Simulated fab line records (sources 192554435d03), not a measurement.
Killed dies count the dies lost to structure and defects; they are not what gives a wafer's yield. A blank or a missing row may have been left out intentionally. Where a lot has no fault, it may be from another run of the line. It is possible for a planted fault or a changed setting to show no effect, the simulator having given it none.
Which tool was responsible? | flow n5-finfet | 72 wafers from 24 lots sampled at 6 of the route's 1938 steps

## WHAT THE GAUGES READ, wafer by wafer
N5_BEOL_M5_CD_MEAS_28: target cd 30.6 nm, target cd y 20 nm. Usual: cd-nm reads 30.59 nm (standard deviation 0.28).
lot  | measured     | on        | cd-nm (nm)        | flag
L074 | day 8 05:17  | cd-sem-01 | 31.01 30.63 30.43 |
L075 | day 8 12:28  | cd-sem-02 | 30.92 30.94 30.95 |
L076 | day 8 12:45  | cd-sem-02 | 30.38 30.32 30.37 |
L077 | day 9 02:50  | cd-sem-03 | 30.28 30.31 30.46 |
L078 | day 9 06:41  | cd-sem-01 | 30.58 30.57 30.48 |
L080 | day 9 13:11  | cd-sem-02 | 30.72 30.58 30.52 |
L079 | day 9 13:28  | cd-sem-03 | 30.55 30.55 30.32 |
L081 | day 9 21:55  | cd-sem-03 | 30.87 30.96 30.73 |
L083 | day 10 10:07 | cd-sem-01 | 30.12 30.83 30.71 |
L082 | day 10 11:21 | cd-sem-01 | 30.53 30.49 30.60 |
L084 | day 10 13:56 | cd-sem-03 | 30.25 30.34 30.21 |
L085 | day 10 23:16 | cd-sem-03 | 31.25 30.96 30.62 |
L086 | day 11 12:05 | cd-sem-01 | 30.45 31.07 31.31 |
L087 | day 11 18:15 | cd-sem-03 | 30.59 30.08 30.17 |
L089 | day 12 14:31 | cd-sem-03 | 30.77 30.46 30.57 |
L088 | day 12 20:29 | cd-sem-02 | 30.58 30.68 30.52 |
L090 | day 13 01:36 | cd-sem-01 | 30.82 30.44 30.93 |
L091 | day 13 01:50 | cd-sem-01 | 30.94 30.72 30.50 |
L093 | day 13 09:11 | cd-sem-01 | 30.60 30.48 30.97 |
L092 | day 13 09:14 | cd-sem-01 | 30.13 30.98 30.43 |
L094 | day 13 18:10 | cd-sem-03 | 30.47 30.43 30.37 |
L095 | day 14 00:59 | cd-sem-03 | 30.16 30.53 30.56 |
L097 | day 14 09:08 | cd-sem-01 | 30.56 30.64 30.34 |
L096 | day 14 11:55 | cd-sem-03 | 30.44 30.62 30.25 |

N5_BEOL_M5_OCD_MEAS_38. Usual: trench-depth-nm reads 70.8 nm (standard deviation 2).
lot  | measured     | on     | trench-depth-nm (nm) | flag
L074 | day 8 05:50  | ocd-02 | 72.8 71.9 75.5       |
L075 | day 8 13:00  | ocd-02 | 71.2 71.9 72.0       |
L076 | day 8 13:23  | ocd-01 | 71.9 71.6 72.6       |
L077 | day 9 03:26  | ocd-01 | 67.1 70.6 69.9       |
L078 | day 9 07:13  | ocd-01 | 67.7 75.4 71.8       |
L080 | day 9 13:44  | ocd-02 | 70.7 68.7 68.8       |
L079 | day 9 14:01  | ocd-01 | 75.1 72.5 70.3       |
L081 | day 9 22:27  | ocd-01 | 67.0 72.5 66.3       |
L083 | day 10 10:52 | ocd-02 | 71.7 71.7 72.2       |
L082 | day 10 11:53 | ocd-01 | 71.9 71.2 69.7       |
L084 | day 10 14:29 | ocd-02 | 70.0 69.9 68.0       |
L085 | day 10 23:49 | ocd-01 | 70.5 69.2 69.4       |
L086 | day 11 12:55 | ocd-01 | 72.6 74.6 67.2       |
L087 | day 11 19:22 | ocd-02 | 70.9 71.9 73.2       |
L089 | day 12 15:04 | ocd-02 | 73.2 70.9 71.6       |
L088 | day 12 21:02 | ocd-02 | 71.2 70.9 70.6       |
L090 | day 13 02:16 | ocd-01 | 71.6 68.6 69.0       |
L091 | day 13 02:39 | ocd-02 | 73.3 72.7 74.1       |
L093 | day 13 09:43 | ocd-02 | 69.8 69.7 70.4       |
L092 | day 13 10:07 | ocd-02 | 69.7 69.9 72.0       |
L094 | day 13 18:55 | ocd-02 | 68.8 71.9 70.6       |
L095 | day 14 01:32 | ocd-02 | 71.6 68.2 68.4       |
L097 | day 14 09:41 | ocd-01 | 69.4 72.5 68.6       |
L096 | day 14 12:27 | ocd-02 | 72.9 67.8 73.1       |

N5_BEOL_M6_INSPECT_13: inspects for defects (brightfield). Usual: raw-defect-count reads 424 (standard deviation 110).
lot  | measured     | on                | raw-defect-count | flag
L074 | day 8 22:26  | defect-inspect-02 | 485 434 375      |
L075 | day 8 22:29  | defect-inspect-02 | 383 327 400      |
L076 | day 8 22:58  | defect-inspect-02 | 394 423 343      |
L077 | day 9 12:08  | defect-inspect-01 | 388 336 420      |
L078 | day 9 16:59  | defect-inspect-02 | 383 327 465      |
L080 | day 9 22:17  | defect-inspect-01 | 395 330 303      |
L079 | day 10 01:53 | defect-inspect-01 | 573 620 507      |
L081 | day 10 09:13 | defect-inspect-02 | 685 539 598      |
L083 | day 10 21:40 | defect-inspect-01 | 369 413 347      |
L082 | day 10 21:59 | defect-inspect-01 | 379 450 339      |
L084 | day 11 00:49 | defect-inspect-01 | 382 524 396      |
L085 | day 11 08:02 | defect-inspect-01 | 316 487 415      |
L086 | day 11 23:44 | defect-inspect-01 | 255 325 315      |
L087 | day 12 07:41 | defect-inspect-01 | 244 282 316      |
L089 | day 13 02:05 | defect-inspect-02 | 393 452 484      |
L088 | day 13 10:18 | defect-inspect-02 | 604 520 544      |
L090 | day 13 15:38 | defect-inspect-02 | 344 432 431      |
L091 | day 13 15:54 | defect-inspect-01 | 446 581 509      |
L093 | day 13 19:33 | defect-inspect-01 | 441 421 428      |
L092 | day 13 20:47 | defect-inspect-01 | 317 409 361      |
L094 | day 14 03:26 | defect-inspect-02 | 326 456 469      |
L095 | day 14 11:14 | defect-inspect-01 | 581 467 453      |
L097 | day 14 19:34 | defect-inspect-02 | 362 343 291      |
L096 | day 15 00:52 | defect-inspect-02 | 487 591 481      |

## WHAT TOOL EACH LOT RAN ON (gives the tool, then ch and the chambers of the sampled wafers, and finally the start)
lot  | N5_BEOL_M5_ETCH_41                            | N5_BEOL_M5_DEGAS_44          | N5_BEOL_M5_CMP_52
L074 | rie-diel-02 ch 0,1,2, day 8 05:50 or earlier  | pvd-sputter-03, day 8 06:54  | cmp-04 ch 0,3, day 8 15:25
L075 | rie-diel-06 ch 0,3, day 8 13:00 or earlier    | pvd-sputter-01, day 8 13:34  | cmp-01 ch 0,2,3, day 8 19:23
L076 | rie-diel-06 ch 0,1,2, day 8 13:23 or earlier  | pvd-sputter-03, day 8 13:59  | cmp-01 ch 0,1,2, day 8 21:09
L077 | rie-diel-04 ch 1,3, day 9 03:26 or earlier    | pvd-sputter-01, day 9 04:07  | cmp-04 ch 0,3, day 9 09:32
L078 | rie-diel-02 ch 0,1,3, day 9 07:13 or earlier  | pvd-sputter-02, day 9 08:10  | cmp-01 ch 1,2,3, day 9 13:46
L080 | rie-diel-04 ch 0,1, day 9 13:44 or earlier    | pvd-sputter-01, day 9 14:20  | cmp-01 ch 0,1,2, day 9 20:23
L079 | rie-diel-02 ch 0,1,2, day 9 14:01 or earlier  | pvd-sputter-01, day 9 15:01  | cmp-04 ch 0,2,3, day 9 22:13
L081 | rie-diel-02 ch 2,3, day 9 22:27 or earlier    | pvd-sputter-03, day 9 23:08  | cmp-02 ch 0,2,3, day 10 06:19
L083 | rie-diel-06 ch 0,2,3, day 10 10:52 or earlier | pvd-sputter-02, day 10 12:01 | cmp-04 ch 0,2,3, day 10 17:32
L082 | rie-diel-06 ch 0,1,2, day 10 11:53 or earlier | pvd-sputter-03, day 10 12:25 | cmp-01 ch 2,3, day 10 18:07
L084 | rie-diel-04 ch 1,2,3, day 10 14:29 or earlier | pvd-sputter-01, day 10 15:34 | cmp-02 ch 0,1,3, day 10 22:19
L085 | rie-diel-04 ch 0,1,2, day 10 23:49 or earlier | pvd-sputter-02, day 11 00:29 | cmp-02 ch 0,2, day 11 06:07
L086 | rie-diel-02 ch 0,2,3, day 11 12:55 or earlier | pvd-sputter-02, day 11 13:29 | cmp-01 ch 2,3, day 11 19:05
L087 | rie-diel-06 ch 0,1,2, day 11 19:22 or earlier | pvd-sputter-03, day 11 19:53 | cmp-02 ch 0,3, day 12 05:28
L089 | rie-diel-06 ch 0,2,3, day 12 15:04 or earlier | pvd-sputter-02, day 12 15:39 | cmp-01 ch 0,3, day 12 23:52
L088 | rie-diel-06 ch 1,3, day 12 21:02 or earlier   | pvd-sputter-01, day 12 21:39 | cmp-02 ch 0,1,2, day 13 06:35
L090 | rie-diel-04 ch 2,3, day 13 02:16 or earlier   | pvd-sputter-02, day 13 02:49 | cmp-01 ch 0,2, day 13 09:48
L091 | rie-diel-02 ch 1,2, day 13 02:39 or earlier   | pvd-sputter-02, day 13 04:52 | cmp-01 ch 0,2, day 13 10:56
L093 | rie-diel-04 ch 0,1,2, day 13 09:43 or earlier | pvd-sputter-01, day 13 10:17 | cmp-01 ch 0,1,3, day 13 17:01
L092 | rie-diel-04 ch 0,1,3, day 13 10:07 or earlier | pvd-sputter-02, day 13 10:40 | cmp-01 ch 0,1,2, day 13 18:44
L094 | rie-diel-04 ch 1,2,3, day 13 18:55 or earlier | pvd-sputter-01, day 13 19:31 | cmp-01 ch 2,3, day 14 01:35
L095 | rie-diel-04 ch 0,1,3, day 14 01:32 or earlier | pvd-sputter-02, day 14 02:20 | cmp-04 ch 0,1, day 14 09:02
L097 | rie-diel-04 ch 0,1,3, day 14 09:41 or earlier | pvd-sputter-02, day 14 10:13 | cmp-04 ch 1,2,3, day 14 16:51
L096 | rie-diel-02 ch 0,1,3, day 14 12:27 or earlier | pvd-sputter-02, day 14 13:32 | cmp-04 ch 0,1,3, day 14 19:19
- N5_BEOL_M5_ETCH_41: etches SiCN in CH3F/O2, target depth 31.5 nm, time 56.7 s.
- N5_BEOL_M5_DEGAS_44: time 60 s.
- N5_BEOL_M5_CMP_52: polishes, stops on SiCOH lowk, t overpolish 6.9 s, target thk 62 nm.

## AS READ BY THE TOOLS THEMSELVES (means over the sampled wafers that have a number; for cases with no such wafer, the mark the record gives instead)
N5_BEOL_M5_ETCH_41. Usual: drypump-motor-current-A 5.7 A, standard deviation 0.55; oes-product-au 0.76 a.u., standard deviation 0.093; rf-vpp-V 297.6 V, standard deviation 1.7; showerhead-plenum-p-Torr 2.02 Torr, standard deviation 0.067; throttle-valve-pct 16.24 %, standard deviation 0.24.
lot  | tool        | drypump-motor-current-A (A) | oes-product-au (a.u.) | rf-vpp-V (V) | showerhead-plenum-p-Torr (Torr) | throttle-valve-pct (%) | flag
L074 | rie-diel-02 | 5.9                         | 0.81                  | 297.0        | 1.99                            | 16.07                  |
L075 | rie-diel-06 | 5.7                         | 0.73                  | 297.9        | 2.01                            | 16.43                  |
L076 | rie-diel-06 | 5.8                         | 0.82                  | 298.3        | 2.02                            | 16.29                  |
L077 | rie-diel-04 | 6.2                         | 0.70                  | 298.2        | 2.01                            | 16.19                  |
L078 | rie-diel-02 | 6.0                         | 0.79                  | 297.4        | 2.02                            | 16.10                  |
L080 | rie-diel-04 | 5.6                         | 0.72                  | 298.9        | 2.08                            | 16.29                  |
L079 | rie-diel-02 | 6.0                         | 0.80                  | 297.4        | 1.99                            | 16.09                  |
L081 | rie-diel-02 | 6.5                         | 0.70                  | 295.6        | 1.97                            | 16.41                  |
L083 | rie-diel-06 | 5.8                         | 0.76                  | 296.4        | 1.97                            | 16.42                  |
L082 | rie-diel-06 | 5.8                         | 0.80                  | 297.8        | 2.02                            | 16.31                  |
L084 | rie-diel-04 | 5.7                         | 0.70                  | 297.2        | 2.00                            | 16.27                  |
L085 | rie-diel-04 | 5.5                         | 0.71                  | 299.6        | 2.06                            | 16.27                  |
L086 | rie-diel-02 | 6.4                         | 0.78                  | 296.2        | 1.98                            | 16.24                  |
L087 | rie-diel-06 | 5.8                         | 0.78                  | 298.0        | 2.01                            | 16.33                  |
L089 | rie-diel-06 | 5.7                         | 0.75                  | 295.8        | 1.97                            | 16.44                  |
L088 | rie-diel-06 | 5.3                         | 0.76                  | 297.2        | 1.98                            | 16.05                  |
L090 | rie-diel-04 | 5.2                         | 0.78                  | 298.4        | 2.07                            | 16.20                  |
L091 | rie-diel-02 | 5.9                         | 0.81                  | 296.1        | 1.95                            | 16.13                  |
L093 | rie-diel-04 | 5.5                         | 0.70                  | 297.3        | 2.06                            | 16.31                  |
L092 | rie-diel-04 | 5.8                         | 0.78                  | 298.9        | 2.09                            | 16.19                  |
L094 | rie-diel-04 | 5.7                         | 0.77                  | 299.8        | 2.08                            | 16.14                  |
L095 | rie-diel-04 | 5.8                         | 0.78                  | 299.2        | 2.09                            | 16.19                  |
L097 | rie-diel-04 | 5.8                         | 0.77                  | 298.0        | 2.08                            | 16.20                  |
L096 | rie-diel-02 | 6.0                         | 0.83                  | 297.5        | 2.01                            | 15.97                  |

N5_BEOL_M5_DEGAS_44. Usual: heater-power-w reads 368 W (standard deviation 37).
lot  | tool           | heater-power-w (W) | flag
L074 | pvd-sputter-03 | 370                |
L075 | pvd-sputter-01 | 390                |
L076 | pvd-sputter-03 | 366                |
L077 | pvd-sputter-01 | 393                |
L078 | pvd-sputter-02 | 363                |
L080 | pvd-sputter-01 | 374                |
L079 | pvd-sputter-01 | 372                |
L081 | pvd-sputter-03 | 368                |
L083 | pvd-sputter-02 | 321                |
L082 | pvd-sputter-03 | 352                |
L084 | pvd-sputter-01 | 400                |
L085 | pvd-sputter-02 | 328                |
L086 | pvd-sputter-02 | 362                |
L087 | pvd-sputter-03 | 365                |
L089 | pvd-sputter-02 | 383                |
L088 | pvd-sputter-01 | 396                |
L090 | pvd-sputter-02 | 346                |
L091 | pvd-sputter-02 | 359                |
L093 | pvd-sputter-01 | 346                |
L092 | pvd-sputter-02 | 360                |
L094 | pvd-sputter-01 | 371                |
L095 | pvd-sputter-02 | 361                |
L097 | pvd-sputter-02 | 383                |
L096 | pvd-sputter-02 | 340                |

N5_BEOL_M5_CMP_52. Usual: barrier-field-endpoint-s 24.1 s, standard deviation 0.77; motor-current-A 6.2 A, standard deviation 0.73; overpolish-run-s 6.900 s, standard deviation 0.0087; time-to-endpoint-s 61 s, standard deviation 4.5.
lot  | tool   | barrier-field-endpoint-s (s) | motor-current-A (A) | overpolish-run-s (s) | time-to-endpoint-s (s) | flag
L074 | cmp-04 | 25.1                         | 7.1                 | 6.903                | 67                     |
L075 | cmp-01 | 23.8                         | 6.0                 | 6.901                | 59                     |
L076 | cmp-01 | 23.9                         | 5.9                 | 6.897                | 59                     |
L077 | cmp-04 | 25.5                         | 7.1                 | 6.894                | 70                     |
L078 | cmp-01 | 23.9                         | 6.3                 | 6.904                | 62                     |
L080 | cmp-01 | 24.3                         | 6.1                 | 6.899                | 59                     |
L079 | cmp-04 | 25.3                         | 6.8                 | 6.904                | 68                     |
L081 | cmp-02 | 23.8                         | 6.4                 | 6.896                | 60                     |
L083 | cmp-04 | 25.1                         | 7.0                 | 6.909                | 67                     |
L082 | cmp-01 | 24.0                         | 6.1                 | 6.898                | 63                     |
L084 | cmp-02 | 24.2                         | 6.9                 | 6.894                | 61                     |
L085 | cmp-02 | 24.0                         | 5.8                 | 6.910                | 61                     |
L086 | cmp-01 | 23.7                         | 6.4                 | 6.904                | 58                     |
L087 | cmp-02 | 23.7                         | 7.1                 | 6.900                | 59                     |
L089 | cmp-01 | 24.2                         | 6.4                 | 6.902                | 56                     |
L088 | cmp-02 | 24.2                         | 6.4                 | 6.903                | 57                     |
L090 | cmp-01 | 23.5                         | 5.7                 | 6.904                | 58                     |
L091 | cmp-01 | 23.6                         | 5.8                 | 6.889                | 54                     |
L093 | cmp-01 | 23.3                         | 6.3                 | 6.899                | 56                     |
L092 | cmp-01 | 24.0                         | 6.0                 | 6.899                | 59                     |
L094 | cmp-01 | 24.7                         | 5.8                 | 6.905                | 60                     |
L095 | cmp-04 | 23.8                         | 5.3                 | 6.903                | 63                     |
L097 | cmp-04 | 23.8                         | 6.5                 | 6.904                | 62                     |
L096 | cmp-04 | 24.3                         | 6.2                 | 6.897                | 62                     |

## THE ANSWER, worked out from the rows above alone
Rule: a lot counts as off when the mean over its wafers that have a number is more than 3 standard deviations away from the usual mean. Also off: a lot with no number at a reading for which 4 or more lots have one. Any other lot the step has rows for is counted as sound. The gauges are gone through in route order, then the tools' own readings, and for those a lot's mean is taken as printed above. At the first step where some lot is off, the reading lying furthest off is the one used; lots without a number count as furthest.
No lot is off at any reading shown: from this, nothing can be told.

## WHAT THE SIMULATOR HAD PUT IN
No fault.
